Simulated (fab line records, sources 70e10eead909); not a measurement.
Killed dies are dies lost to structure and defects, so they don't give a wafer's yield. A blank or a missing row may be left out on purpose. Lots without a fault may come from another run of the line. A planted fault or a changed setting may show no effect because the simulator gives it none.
fab line records | flow nand_harc
record lots=24 wafers=72 last_day=34
route steps=1302 shown A_CONTACT@1016
lots that met no fault: from a run of the same line without faults
start_h: hours from the record's first day to the start of the lot's first wafer shown | wait_h: hours since the lot's step before | " the same as in the row above | L1.1+2: a row that stands for several wafers | - no value, or no start given | * or withheld: withheld | < > ~ a bound
route shown NAME@n: a module of which the file shows steps, and the number in the route of the first | usual: mean/standard deviation of fault-free wafers | same: alike in all rows | chamber/n: place in a boat | sites: the reading at each site | _std_site: their standard deviation | _edge_site: outer sites' mean less inner sites' | radius_mm: how far each site lies from the wafer's centre | mask NAME#n: copy n | behind: the tool/chamber that last shaped the wafer | hold: why the lot was held/for how many hours/how that ended | device: the transistor (n, p or np) that didn't switch | end of line: the same wafers' tests at the end of the route | a step without rows: its recipe alone | killed: dies lost to structure and defects at the first sort, not the wafer's yield | map: a wafer's dies, x killed, . not, _ none there
set.NAME: the setting as run; set.NAME@STEP: as run at that earlier step | model.NAME: the simulator's own value behind a step, which no gauge read
steps of the route over a sample of lots; a table a step, a row a wafer
services: from which hour (start_h, from the record's first day; less than 0 if before it) a tool's chamber was out of use, for how many hours, and why
## steps
# step NHARC_A_CONTACT_ETCH_122
# recipe source_w=withheld pressure_mtorr=20 bias_v=3000 time_s=190 target_depth_a=18500 ar_flow_sccm=withheld c4f8_flow_sccm=withheld o2_flow_sccm=withheld chemistry=C4F8/O2/Ar
# columns lot.wafer tool chamber start_h wait_h rf_hours_counter_h
L074.4 har_cap_etch-02 0 499.61 0.1 -
L074.5 " 1 " " -
L074.6 " 0 " " -
L075.2 har_cap_etch-03 1 505.00 0.1 42
L075.3 " 0 " " -
L075.5 " 0 " " -
L076.2 har_cap_etch-02 1 506.22 0.1 88
L076.4 " 0 " " -
L076.5 " 1 " " -
L079.1 har_cap_etch-01 1 530.08 0.1 3
L079.2 " 0 " " 3
L079.4 " 1 " " -
L077.2 har_cap_etch-02 0 530.64 0.1 93
L077.1 " 1 " " 93
L077.3 " 1 " " -
L080.1 har_cap_etch-01 0 537.57 0.1 5
L080.3 " 1 " " -
L080.5 " 0 " " -
L078.1 har_cap_etch-03 0 537.66 0.1 49
L078.4 " 1 " " -
L078.3 " 0 " " -
L081.1 har_cap_etch-03 1 561.92 0.1 55
L081.4 " 0 " " -
L081.3 " 1 " " -
L082.1 har_cap_etch-02 0 565.89 0.1 100
L082.3 " 1 " " -
L082.6 " 1 " " -
L083.1 har_cap_etch-02 0 580.19 0.2 103
L083.4 " 0 " " -
L083.6 " 1 " " -
L085.2 har_cap_etch-02 0 595.06 0.2 105
L085.1 " 1 " " 105
L085.3 " 0 " " -
L084.2 har_cap_etch-03 0 595.75 0.1 60
L084.5 " 0 " " -
L084.6 " 1 " " -
L086.4 har_cap_etch-01 0 612.71 0.1 -
L086.3 " 1 " " -
L086.6 " 1 " " -
L087.2 har_cap_etch-01 1 624.62 0.1 21
L087.6 " 0 " " -
L087.5 " 1 " " -
L089.2 har_cap_etch-02 0 636.05 0.1 110
L089.4 " 1 " " -
L089.5 " 1 " " -
L088.2 har_cap_etch-02 0 640.28 0.1 113
L088.4 " 1 " " -
L088.5 " 1 " " -
L090.4 har_cap_etch-02 0 659.80 0.2 -
L090.3 " 1 " " -
L090.6 " 0 " " -
L091.3 har_cap_etch-03 1 672.87 0.1 -
L091.4 " 0 " " -
L091.6 " 1 " " -
L093.2 har_cap_etch-02 0 674.48 0.1 119
L093.6 " 1 " " -
L093.5 " 0 " " -
L092.2 har_cap_etch-03 1 678.55 0.1 74
L092.4 " 0 " " -
L092.6 " 0 " " -
L094.2 har_cap_etch-02 0 693.01 0.2 123
L094.4 " 1 " " -
L094.6 " 0 " " -
L095.2 har_cap_etch-03 0 708.50 0.1 79
L095.4 " 1 " " -
L095.6 " 0 " " -
L097.2 har_cap_etch-03 1 725.61 0.1 82
L097.4 " 1 " " -
L097.6 " 0 " " -
L096.1 har_cap_etch-01 1 746.24 0.1 40
L096.2 " 0 " " 40
L096.3 " 0 " " -
# step NHARC_A_CONTACT_DEP_57
# recipe target_thk_a=53000 temp_c=400 material=aC
# usual throttle_valve_pct=34.999/0.009
# columns lot.wafer tool chamber start_h wait_h throttle_valve_pct
L074.4 acl_dep-02 0 503.79 - 34.995
L074.5 " 0 " " 34.984
L074.6 " 0 " " 34.986
L075.2 acl_dep-03 0 508.02 - 35.003
L075.3 " 0 " " 35.009
L075.5 " 0 509.62 - 35.006
L076.2 acl_dep-02 0 509.05 - 34.997
L076.4 " 0 510.12 - 34.994
L076.5 " 0 " " 34.995
L079.1 acl_dep-03 0 532.77 - 35.014
L079.2 " 0 " " 35.008
L079.4 " 0 534.40 - 34.976
L077.1 acl_dep-02 0 533.64 - 34.991
L077.2 " 0 " " 35.000
L077.3 " 0 " " 34.985
L078.1 acl_dep-03 0 539.97 - 35.002
L078.3 " 0 541.03 - 34.994
L078.4 " 0 " " 34.986
L080.1 acl_dep-01 0 540.03 - 35.010
L080.3 " 0 541.11 - 35.000
L080.5 " 0 542.19 - 35.003
L081.1 acl_dep-01 0 565.24 - 35.005
L081.3 " 0 566.31 - 35.013
L081.4 " 0 " " 34.989
L082.1 acl_dep-02 0 568.18 - 34.995
L082.3 " 0 569.25 - 35.018
L082.6 " 0 570.86 - 35.001
L083.1 acl_dep-02 0 582.75 - 34.988
L083.4 " 0 584.36 - 35.004
L083.6 " 0 585.44 - 35.012
L085.1 acl_dep-01 0 597.61 - 34.997
L085.2 " 0 " " 34.998
L085.3 " 0 " " 35.000
L084.2 acl_dep-02 0 598.62 - 35.004
L084.5 " 0 600.26 - 34.992
L084.6 " 0 " " 34.999
L086.3 acl_dep-03 0 621.11 - 34.990
L086.4 " 0 " " 34.992
L086.6 " 0 622.72 - 35.004
L087.2 acl_dep-01 0 630.54 - 35.013
L087.5 " 0 632.15 - 34.999
L087.6 " 0 " " 35.006
L089.2 acl_dep-03 0 638.93 - 34.996
L089.4 " 0 639.98 - 35.005
L089.5 " 0 " " 35.002
L088.2 acl_dep-02 0 643.32 - 35.001
L088.4 " 0 644.39 - 34.987
L088.5 " 0 " " 34.994
L090.3 acl_dep-01 0 663.38 - 34.999
L090.4 " 0 " " 34.994
L090.6 " 0 665.01 - 35.010
L091.3 acl_dep-03 0 678.18 - 35.001
L091.4 " 0 " " 34.995
L091.6 " 0 679.77 - 34.999
L093.2 acl_dep-03 0 680.85 - 35.004
L093.5 " 0 682.48 - 35.003
L093.6 " 0 " " 35.000
L092.2 acl_dep-02 0 682.01 - 35.006
L092.4 " 0 683.09 - 35.002
L092.6 " 0 684.17 - 34.997
L094.2 acl_dep-02 0 697.03 - 35.005
L094.4 " 0 698.12 - 34.999
L094.6 " 0 699.20 - 35.000
L095.2 acl_dep-03 0 712.97 - 34.989
L095.4 " 0 714.03 - 34.994
L095.6 " 0 715.09 - 35.014
L097.2 acl_dep-02 0 728.84 - 35.003
L097.4 " 0 729.90 - 35.002
L097.6 " 0 730.96 - 34.995
L096.1 acl_dep-03 0 752.61 - 35.002
L096.2 " 0 " " 35.002
L096.3 " 0 " " 34.998
# step NHARC_A_CONTACT_CD_MEAS_69
# recipe target_cd_nm=300 landing_energy_ev=500
# usual cd_nm=299.9/0.41
# same landing_energy_ev=500
# columns lot.wafer tool chamber start_h wait_h cd_nm
L074.4 cd_sem-01 0 506.12 - 300.3
L074.5 " 0 " " 300.0
L074.6 " 0 " " 300.2
L075.2 cd_sem-01 0 511.31 - 299.8
L075.3 " 0 " " 299.4
L075.5 " 0 " " 299.4
L076.2 cd_sem-02 0 512.46 - 299.8
L076.4 " 0 " " 299.5
L076.5 " 0 " " 299.7
L079.1 cd_sem-02 0 536.77 - 300.5
L079.2 " 0 " " 298.9
L079.4 " 0 " " 300.6
L077.1 cd_sem-03 0 537.61 - 299.7
L077.2 " 0 " " 299.8
L077.3 " 0 " " 299.3
L078.1 cd_sem-01 0 543.78 - 299.8
L078.3 " 0 " " 300.3
L078.4 " 0 " " 300.6
L080.1 cd_sem-03 0 544.02 - 299.8
L080.3 " 0 " " 300.2
L080.5 " 0 " " 299.6
L081.1 cd_sem-03 0 569.18 - 300.3
L081.3 " 0 " " 300.7
L081.4 " 0 " " 300.5
L082.1 cd_sem-01 0 572.01 - 299.6
L082.3 " 0 " " 299.5
L082.6 " 0 " " 300.0
L083.1 cd_sem-01 0 586.72 - 299.4
L083.4 " 0 " " 300.6
L083.6 " 0 " " 299.9
L085.1 cd_sem-02 0 601.60 - 300.3
L085.2 " 0 " " 299.7
L085.3 " 0 " " 300.1
L084.2 cd_sem-01 0 601.98 - 299.5
L084.5 " 0 " " 299.4
L084.6 " 0 " " 299.3
L086.3 cd_sem-02 0 623.88 - 300.3
L086.4 " 0 " " 299.8
L086.6 " 0 " " 300.4
L087.2 cd_sem-03 0 633.85 - 299.5
L087.5 " 0 " " 299.6
L087.6 " 0 " " 299.3
L089.2 cd_sem-03 0 642.30 - 299.2
L089.4 " 0 " " 299.6
L089.5 " 0 " " 299.6
L088.2 cd_sem-02 0 646.76 - 299.9
L088.4 " 0 " " 300.1
L088.5 " 0 " " 300.8
L090.3 cd_sem-02 0 666.50 - 300.2
L090.4 " 0 " " 300.4
L090.6 " 0 " " 300.4
L091.3 cd_sem-03 0 681.06 - 300.3
L091.4 " 0 " " 299.4
L091.6 " 0 " " 300.3
L093.2 cd_sem-03 0 684.19 - 299.5
L093.5 " 0 " " 299.4
L093.6 " 0 " " 299.9
L092.2 cd_sem-02 0 686.03 - 299.5
L092.4 " 0 " " 299.9
L092.6 " 0 " " 299.8
L094.2 cd_sem-03 0 700.50 - 299.7
L094.4 " 0 " " 300.1
L094.6 " 0 " " 300.2
L095.2 cd_sem-03 0 716.37 - 300.7
L095.4 " 0 " " 299.9
L095.6 " 0 " " 299.8
L097.2 cd_sem-01 0 732.23 - 300.4
L097.4 " 0 " " 300.4
L097.6 " 0 " " 300.5
L096.1 cd_sem-02 0 756.64 - 300.4
L096.2 " 0 " " 299.9
L096.3 " 0 " " 300.0
# step NHARC_A_CONTACT_ETCH_88
# recipe target_depth_a=390 over_etch_frac=0.3 time_s=65 ion_energy_ev=80 cf4_flow_sccm=150 ar_flow_sccm=0 rf_w=300 bias_w=100 chemistry=CF4
# usual drypump_motor_current_A=5.8/0.35 oes_product_au=0.999/0.0079 rf_vpp_V=151.4/1.3 showerhead_plenum_p_Torr=1.78/0.073 throttle_valve_pct=13.283/0.01
# columns lot.wafer tool chamber start_h wait_h drypump_motor_current_A oes_product_au rf_hours_counter_h rf_vpp_V showerhead_plenum_p_Torr throttle_valve_pct
L074.4 rie_diel-08 0 514.08 0.1 6.0 0.995 24 151.7 1.82 13.270
L074.6 " 0 " " 6.0 0.992 - 151.5 1.82 13.283
L074.5 " 1 " " 6.1 0.998 - 149.9 1.70 13.304
L075.3 rie_diel-08 0 519.23 0.1 6.0 0.998 25 152.0 1.82 13.290
L075.2 " 1 " " 6.1 1.005 25 149.3 1.70 13.294
L075.5 " 0 " " 6.0 0.987 - 151.6 1.82 13.296
L076.2 rie_diel-01 1 521.08 0.1 5.5 1.010 45 150.8 1.76 13.284
L076.4 " 3 " " 5.8 1.003 44 149.3 1.67 13.274
L076.5 " 2 " " 5.7 1.005 - 153.7 1.88 13.279
L079.1 rie_diel-01 0 545.84 0.1 5.4 1.004 59 149.6 1.72 13.279
L079.2 " 1 " " 5.5 1.008 53 152.2 1.76 13.285
L079.4 " 2 " " 5.8 1.006 45 152.1 1.88 13.270
L077.2 rie_diel-09 1 547.88 0.1 4.7 0.998 12 150.6 1.77 13.287
L077.1 " 2 " " 6.1 1.002 11 152.0 1.89 13.279
L077.3 " 3 " " 6.5 1.004 11 151.9 1.77 13.279
L078.1 rie_diel-01 1 552.82 0.1 5.4 1.011 55 151.9 1.76 13.288
L078.4 " 3 " " 5.8 1.003 57 149.3 1.67 13.278
L078.3 " 0 " " 5.3 1.006 63 151.2 1.72 13.294
L080.1 rie_diel-01 1 553.17 0.2 5.4 1.007 56 150.7 1.76 13.269
L080.3 " 2 " " 5.7 1.003 47 152.5 1.88 13.266
L080.5 " 2 " " 5.7 1.007 - 152.6 1.88 13.291
L081.3 rie_diel-09 0 577.92 0.1 6.0 0.995 25 149.1 1.65 13.268
L081.4 " 1 " " 4.7 1.001 27 150.9 1.77 13.279
L081.1 " 2 " " 6.1 0.996 25 152.1 1.89 13.288
L082.3 rie_diel-08 3 579.91 0.1 5.8 0.991 4 151.3 1.84 13.272
L082.1 " 0 " " 6.0 0.984 4 149.9 1.82 13.289
L082.6 " 3 " " 5.8 0.997 - 152.3 1.84 13.277
L083.1 rie_diel-08 1 595.78 0.1 6.1 0.991 6 149.5 1.70 13.281
L083.4 " 2 " " 5.6 0.988 5 152.5 1.85 13.283
L083.6 " 0 " " 6.0 0.985 - 151.6 1.82 13.280
L084.2 rie_diel-08 0 614.25 0.1 6.0 0.996 10 152.3 1.82 13.284
L084.6 " 2 " " 5.6 1.000 - 152.0 1.84 13.289
L084.5 " 3 " " 5.8 1.005 - 152.1 1.84 13.291
L085.1 rie_diel-08 1 615.20 0.3 6.1 1.000 10 150.1 1.70 13.279
L085.2 " 3 " " 5.8 1.001 10 153.9 1.84 13.278
L085.3 " 0 " " 6.0 0.989 11 152.1 1.82 13.292
L086.4 rie_diel-08 2 635.49 0.1 5.6 0.996 13 153.4 1.84 13.265
L086.3 " 0 " " 6.0 0.983 14 152.7 1.81 13.289
L086.6 " 2 " " 5.6 1.000 - 152.0 1.84 13.264
L087.2 rie_diel-09 0 641.80 0.1 6.0 1.009 43 151.2 1.65 13.298
L087.5 " 1 " " 4.7 0.995 - 152.6 1.76 13.297
L087.6 " 2 " " 6.1 0.986 - 152.3 1.88 13.294
L089.2 rie_diel-01 2 651.34 0.1 5.7 0.999 26 151.7 1.87 13.280
L089.4 " 1 " " 5.4 0.992 26 151.3 1.75 13.284
L089.5 " 2 " " 5.7 0.999 - 153.5 1.87 13.284
L088.4 rie_diel-01 2 655.00 0.1 5.7 1.002 28 151.6 1.87 13.285
L088.2 " 3 " " 5.8 1.004 23 149.5 1.66 13.284
L088.5 " 2 " " 5.7 1.010 - 153.1 1.87 13.302
L090.4 rie_diel-08 1 675.17 0.1 6.1 1.007 19 151.0 1.70 13.276
L090.3 " 2 " " 5.6 0.989 18 153.2 1.84 13.279
L090.6 " 1 " " 6.1 1.000 - 150.3 1.70 13.266
L091.4 rie_diel-01 2 690.64 0.1 5.7 1.006 40 152.2 1.87 13.276
L091.3 " 0 " " 5.4 1.003 41 151.9 1.71 13.291
L091.6 " 2 " " 5.7 1.006 - 152.4 1.87 13.272
L093.2 rie_diel-08 3 692.37 0.1 5.8 0.990 23 152.8 1.84 13.289
L093.6 " 2 " " 5.6 0.986 - 152.7 1.84 13.268
L093.5 " 3 " " 5.8 0.996 - 150.5 1.84 13.276
L092.2 rie_diel-08 1 694.09 0.1 6.1 0.993 23 150.8 1.70 13.280
L092.6 " 2 " " 5.6 1.005 - 152.2 1.84 13.285
L092.4 " 3 " " 5.8 1.006 - 152.8 1.84 13.265
L094.2 rie_diel-08 3 708.51 0.1 5.8 0.998 26 151.5 1.84 13.282
L094.4 " 0 " " 6.0 0.996 24 151.2 1.81 13.295
L094.6 " 0 " " 6.0 0.990 - 150.2 1.81 13.284
L095.4 rie_diel-01 0 726.47 0.2 5.4 1.013 55 149.9 1.71 13.264
L095.2 " 3 " " 5.9 1.013 48 149.5 1.65 13.286
L095.6 " 0 " " 5.3 1.012 - 148.6 1.71 13.278
L097.4 rie_diel-08 1 740.16 0.1 6.1 0.996 2 149.7 1.69 13.288
L097.2 " 2 " " 5.6 1.004 2 154.3 1.84 13.285
L097.6 " 1 " " 6.1 0.988 - 150.7 1.69 13.276
L096.3 rie_diel-09 3 764.76 0.1 6.4 0.994 29 149.5 1.75 13.280
L096.2 " 0 " " 6.0 0.990 20 151.9 1.90 13.283
L096.1 " 2 " " 6.1 0.994 27 152.8 1.87 13.279
# step NHARC_A_CONTACT_ETCH_89
# recipe target_depth_a=2600 over_etch_frac=0.3 time_s=475.3 ion_energy_ev=200 n2_flow_sccm=150 h2_flow_sccm=150 ar_flow_sccm=0 rf_w=400 bias_w=150 chemistry=N2/H2
# usual drypump_motor_current_A=5.8/0.34 oes_product_au=0.999/0.0077 rf_vpp_V=431.1/2.8 showerhead_plenum_p_Torr=2.06/0.094 throttle_valve_pct=14.172/0.0098
# columns lot.wafer tool chamber start_h wait_h drypump_motor_current_A oes_product_au rf_hours_counter_h rf_vpp_V showerhead_plenum_p_Torr throttle_valve_pct
L074.4 rie_diel-08 0 - - 6.0 1.007 24 431.6 2.11 14.170
L074.6 " 1 " " 6.1 1.002 - 429.2 1.96 14.188
L074.5 " 2 " " 5.6 0.998 - 432.8 2.14 14.169
L075.3 rie_diel-08 0 - - 6.0 1.000 25 431.2 2.11 14.174
L075.2 " 2 " " 5.6 0.999 23 434.5 2.14 14.171
L075.5 " 3 " " 5.9 1.002 - 434.6 2.14 14.178
L076.4 rie_diel-01 3 - - 5.9 0.995 44 427.2 1.91 14.181
L076.2 " 1 " " 5.4 0.993 45 430.7 2.03 14.171
L076.5 " 3 " " 5.9 1.001 - 426.3 1.91 14.170
L079.1 rie_diel-01 0 - - 5.4 0.998 59 429.4 1.98 14.181
L079.2 " 1 " " 5.4 0.995 53 430.6 2.02 14.185
L079.4 " 2 " " 5.7 1.005 45 433.7 2.18 14.166
L077.1 rie_diel-09 1 - - 4.7 0.998 13 430.1 2.05 14.162
L077.2 " 3 " " 6.4 1.005 11 431.6 2.04 14.156
L077.3 " 0 " " 6.0 0.992 12 427.1 1.90 14.167
L078.1 rie_diel-01 0 - - 5.4 0.998 63 429.1 1.98 14.178
L078.3 " 1 " " 5.4 1.000 55 430.5 2.02 14.159
L078.4 " 2 " " 5.7 1.007 47 434.3 2.18 14.190
L080.3 rie_diel-01 3 - - 5.8 0.999 57 427.9 1.91 14.176
L080.1 " 1 " " 5.5 1.003 56 431.0 2.02 14.171
L080.5 " 3 " " 5.8 1.010 - 426.8 1.91 14.168
L081.3 rie_diel-09 2 - - 6.1 1.004 25 435.6 2.19 14.171
L081.1 " 0 " " 6.0 0.991 26 426.7 1.89 14.189
L081.4 " 1 " " 4.7 0.993 27 429.7 2.04 14.168
L082.1 rie_diel-08 2 - - 5.6 0.997 3 432.9 2.14 14.178
L082.3 " 3 " " 5.8 1.007 4 433.2 2.13 14.186
L082.6 " 2 " " 5.6 1.004 - 432.9 2.14 14.175
L083.4 rie_diel-08 0 - - 6.0 0.991 7 432.1 2.10 14.174
L083.1 " 2 " " 5.7 0.994 5 432.6 2.14 14.157
L083.6 " 0 " " 6.0 0.999 - 431.4 2.10 14.176
L084.2 rie_diel-08 2 - - 5.6 0.990 8 432.8 2.14 14.183
L084.5 " 2 " " 5.6 0.995 - 434.2 2.14 14.149
L084.6 " 3 " " 5.8 0.992 - 433.7 2.13 14.170
L085.2 rie_diel-08 1 - - 6.1 0.992 10 427.8 1.95 14.180
L085.1 " 2 " " 5.6 0.984 9 432.4 2.14 14.160
L085.3 " 0 " " 6.0 0.977 11 431.8 2.10 14.161
L086.4 rie_diel-08 3 - - 5.8 0.995 13 433.3 2.13 14.157
L086.3 " 0 " " 6.0 0.986 14 429.7 2.10 14.173
L086.6 " 2 " " 5.6 0.994 - 433.6 2.14 14.172
L087.2 rie_diel-09 2 - - 6.1 1.000 46 434.3 2.18 14.184
L087.5 " 3 " " 6.5 1.003 - 429.5 2.03 14.182
L087.6 " 0 " " 6.0 1.010 - 425.7 1.88 14.160
L089.4 rie_diel-01 2 - - 5.7 0.991 26 432.9 2.17 14.162
L089.2 " 0 " " 5.4 0.987 23 428.5 1.97 14.182
L089.5 " 1 " " 5.5 0.989 - 429.8 2.01 14.178
L088.2 rie_diel-01 2 - - 5.7 1.007 28 434.0 2.17 14.174
L088.4 " 0 " " 5.4 1.005 25 429.7 1.97 14.163
L088.5 " 2 " " 5.8 1.005 - 433.4 2.17 14.162
L090.4 rie_diel-08 1 - - 6.1 0.998 19 428.2 1.95 14.163
L090.3 " 3 " " 5.8 0.982 19 432.7 2.13 14.179
L090.6 " 2 " " 5.6 0.991 - 433.1 2.13 14.163
L091.3 rie_diel-01 2 - - 5.7 0.999 40 433.3 2.16 14.164
L091.4 " 3 " " 5.8 1.003 38 427.1 1.90 14.164
L091.6 " 2 " " 5.8 1.012 - 433.8 2.16 14.192
L093.2 rie_diel-08 0 - - 6.0 0.984 23 431.6 2.10 14.181
L093.6 " 3 " " 5.8 0.993 - 432.8 2.13 14.176
L093.5 " 0 " " 6.0 0.998 - 432.4 2.10 14.165
L092.2 rie_diel-08 1 - - 6.1 0.999 23 427.5 1.95 14.180
L092.6 " 1 " " 6.1 1.002 - 427.2 1.95 14.177
L092.4 " 3 " " 5.8 1.006 - 432.7 2.13 14.180
L094.2 rie_diel-08 3 - - 5.8 1.003 26 433.7 2.12 14.165
L094.4 " 0 " " 6.1 0.995 25 433.8 2.10 14.173
L094.6 " 2 " " 5.6 1.001 - 434.7 2.13 14.194
L095.4 rie_diel-01 0 - - 5.3 1.018 55 428.7 1.96 14.175
L095.2 " 1 " " 5.4 0.993 56 430.0 2.00 14.169
L095.6 " 3 " " 5.9 0.996 - 425.3 1.89 14.166
L097.4 rie_diel-08 1 - - 6.1 0.994 2 427.8 1.95 14.181
L097.2 " 2 " " 5.6 0.999 2 433.2 2.13 14.167
L097.6 " 3 " " 5.8 0.995 - 433.5 2.12 14.171
L096.2 rie_diel-09 0 - - 6.0 1.005 20 435.7 2.21 14.175
L096.1 " 1 " " 4.7 1.001 23 428.6 2.02 14.166
L096.3 " 3 " " 6.5 1.000 29 430.9 2.01 14.170
# step NHARC_A_CONTACT_ETCH_31
# recipe target_depth_a=28000 over_etch_frac=0.3 time_s=728 ion_energy_ev=150 o2_flow_sccm=400 cos_flow_sccm=20 ar_flow_sccm=0 rf_w=500 bias_w=300 chemistry=O2/COS
# usual drypump_motor_current_A=5.8/0.34 oes_product_au=0.999/0.0063 rf_vpp_V=314.3/2 showerhead_plenum_p_Torr=3.14/0.13 throttle_valve_pct=28.330/0.0086
# columns lot.wafer tool chamber start_h wait_h drypump_motor_current_A oes_product_au rf_hours_counter_h rf_vpp_V showerhead_plenum_p_Torr throttle_valve_pct
L074.4 rie_diel-08 2 - - 5.6 1.001 23 316.3 3.27 28.320
L074.5 " 2 " " 5.6 0.998 - 315.8 3.27 28.326
L074.6 " 3 " " 5.8 0.993 - 315.7 3.26 28.320
L075.2 rie_diel-08 2 - - 5.6 0.997 24 315.6 3.26 28.319
L075.3 " 1 " " 6.1 1.003 26 312.7 3.00 28.331
L075.5 " 3 " " 5.8 1.008 - 316.5 3.26 28.321
L076.4 rie_diel-01 1 - - 5.5 1.003 45 314.2 3.10 28.328
L076.2 " 2 " " 5.7 1.007 38 318.5 3.32 28.330
L076.5 " 3 " " 5.9 1.009 - 311.4 2.95 28.309
L077.1 rie_diel-09 3 - - 6.5 1.014 12 313.0 3.12 28.326
L077.3 " 0 " " 6.0 0.994 13 310.7 2.92 28.339
L077.2 " 1 " " 4.7 0.997 13 313.8 3.13 28.338
L079.1 rie_diel-01 2 - - 5.8 1.002 47 318.0 3.32 28.343
L079.4 " 3 " " 5.9 1.003 57 312.8 2.94 28.331
L079.2 " 1 " " 5.5 1.004 55 315.3 3.10 28.328
L078.1 rie_diel-01 2 - - 5.8 1.012 48 317.5 3.32 28.316
L078.4 " 3 " " 5.9 0.999 58 311.4 2.94 28.328
L078.3 " 1 " " 5.4 0.997 56 314.3 3.10 28.337
L080.1 rie_diel-01 0 - - 5.3 0.991 64 313.4 3.04 28.336
L080.3 " 2 " " 5.8 1.007 48 317.0 3.32 28.330
L080.5 " 0 " " 5.3 1.005 - 312.7 3.04 28.331
L081.1 rie_diel-09 3 - - 6.4 1.006 24 314.5 3.11 28.325
L081.4 " 0 " " 6.0 0.999 26 310.1 2.91 28.326
L081.3 " 1 " " 4.7 0.998 28 315.6 3.12 28.329
L082.1 rie_diel-08 0 - - 6.0 1.002 4 313.7 3.21 28.337
L082.3 " 1 " " 6.1 0.999 3 313.1 3.00 28.341
L082.6 " 2 " " 5.7 0.992 - 314.2 3.26 28.328
L083.1 rie_diel-08 1 - - 6.1 1.005 6 311.1 3.00 28.338
L083.4 " 2 " " 5.6 0.996 6 316.2 3.26 28.334
L083.6 " 2 " " 5.6 0.994 - 315.6 3.26 28.330
L084.2 rie_diel-08 1 - - 6.1 0.999 9 311.8 3.00 28.318
L084.5 " 0 " " 6.0 0.989 - 315.6 3.21 28.332
L084.6 " 1 " " 6.1 1.009 - 310.9 3.00 28.328
L085.1 rie_diel-08 2 - - 5.6 0.996 9 315.3 3.26 28.327
L085.2 " 3 " " 5.8 0.994 10 315.6 3.25 28.327
L085.3 " 1 " " 6.1 1.005 10 312.7 3.00 28.332
L086.4 rie_diel-08 0 - - 6.0 0.997 14 314.3 3.20 28.322
L086.3 " 1 " " 6.1 1.002 14 311.9 3.00 28.325
L086.6 " 3 " " 5.8 0.996 - 315.5 3.25 28.345
L087.2 rie_diel-09 2 - - 6.1 1.002 46 316.2 3.32 28.327
L087.5 " 3 " " 6.5 0.993 - 314.2 3.10 28.327
L087.6 " 0 " " 6.0 0.993 - 312.1 2.90 28.332
L089.4 rie_diel-01 0 - - 5.4 0.995 23 312.4 3.03 28.323
L089.2 " 1 " " 5.5 0.989 27 313.1 3.08 28.318
L089.5 " 0 " " 5.4 0.998 - 313.4 3.03 28.331
L088.4 rie_diel-01 2 - - 5.7 1.007 28 317.5 3.30 28.330
L088.2 " 3 " " 5.8 0.999 23 310.8 2.93 28.325
L088.5 " 2 " " 5.8 0.993 - 316.4 3.30 28.328
L090.4 rie_diel-08 0 - - 6.0 0.992 20 315.3 3.20 28.314
L090.3 " 2 " " 5.6 1.003 19 316.0 3.25 28.312
L090.6 " 0 " " 6.0 0.985 - 315.6 3.20 28.323
L091.4 rie_diel-01 0 - - 5.4 0.999 41 314.2 3.02 28.326
L091.3 " 1 " " 5.5 0.989 41 313.6 3.08 28.334
L091.6 " 2 " " 5.7 1.004 - 316.4 3.30 28.325
L093.2 rie_diel-08 0 - - 6.0 0.997 23 317.4 3.20 28.323
L093.6 " 2 " " 5.6 1.000 - 314.7 3.25 28.317
L093.5 " 3 " " 5.8 1.002 - 314.8 3.24 28.330
L092.2 rie_diel-08 2 - - 5.6 0.996 24 315.9 3.25 28.344
L092.4 " 2 " " 5.7 0.989 - 315.1 3.25 28.356
L092.6 " 3 " " 5.8 0.992 - 316.5 3.24 28.315
L094.4 rie_diel-08 0 - - 6.0 0.987 25 314.9 3.20 28.341
L094.2 " 2 " " 5.7 0.992 26 315.4 3.25 28.327
L094.6 " 0 " " 6.0 0.999 - 314.4 3.20 28.337
L095.2 rie_diel-01 0 - - 5.4 1.008 55 313.2 3.01 28.310
L095.4 " 2 " " 5.8 1.008 52 316.7 3.29 28.332
L095.6 " 0 " " 5.4 0.996 - 314.0 3.01 28.324
L097.4 rie_diel-08 0 - - 6.1 1.006 3 315.6 3.20 28.329
L097.2 " 2 " " 5.6 0.994 2 315.7 3.25 28.348
L097.6 " 3 " " 5.8 0.999 - 316.5 3.24 28.335
L096.1 rie_diel-09 1 - - 4.7 1.003 24 314.8 3.10 28.319
L096.3 " 2 " " 6.2 1.010 27 315.0 3.30 28.316
L096.2 " 3 " " 6.4 0.999 29 313.9 3.08 28.327
## services
# columns tool chamber start_h hours kind
rie_diel-01 3 476.54 5.0 repair
acl_dep-03 - 480.96 13.0 pm
rie_diel-01 2 484.32 20.3 repair
har_cap_etch-01 - 497.00 17.0 pm
rie_diel-09 - 499.71 9.0 pm
rie_diel-08 - 546.12 9.0 pm
acl_dep-01 - 551.59 13.0 pm
rie_diel-01 - 561.14 9.0 pm
har_cap_etch-03 - 583.84 0.6 repair
acl_dep-02 - 605.33 13.0 pm
rie_diel-01 3 618.65 3.9 repair
rie_diel-08 2 650.03 5.1 repair
acl_dep-03 - 662.18 13.0 pm
acl_dep-03 - 675.29 1.8 repair
rie_diel-09 - 676.71 9.0 pm
rie_diel-01 - 682.16 0.1 repair
rie_diel-08 0 693.17 7.0 repair
rie_diel-09 0 718.17 5.7 repair
rie_diel-08 - 723.12 9.0 pm
har_cap_etch-03 - 728.64 0.8 repair
rie_diel-01 - 738.14 9.0 pm
rie_diel-01 1 750.67 5.0 repair
har_cap_etch-02 - 754.00 17.0 pm
rie_diel-08 0 757.23 3.3 repair
## key
fault none
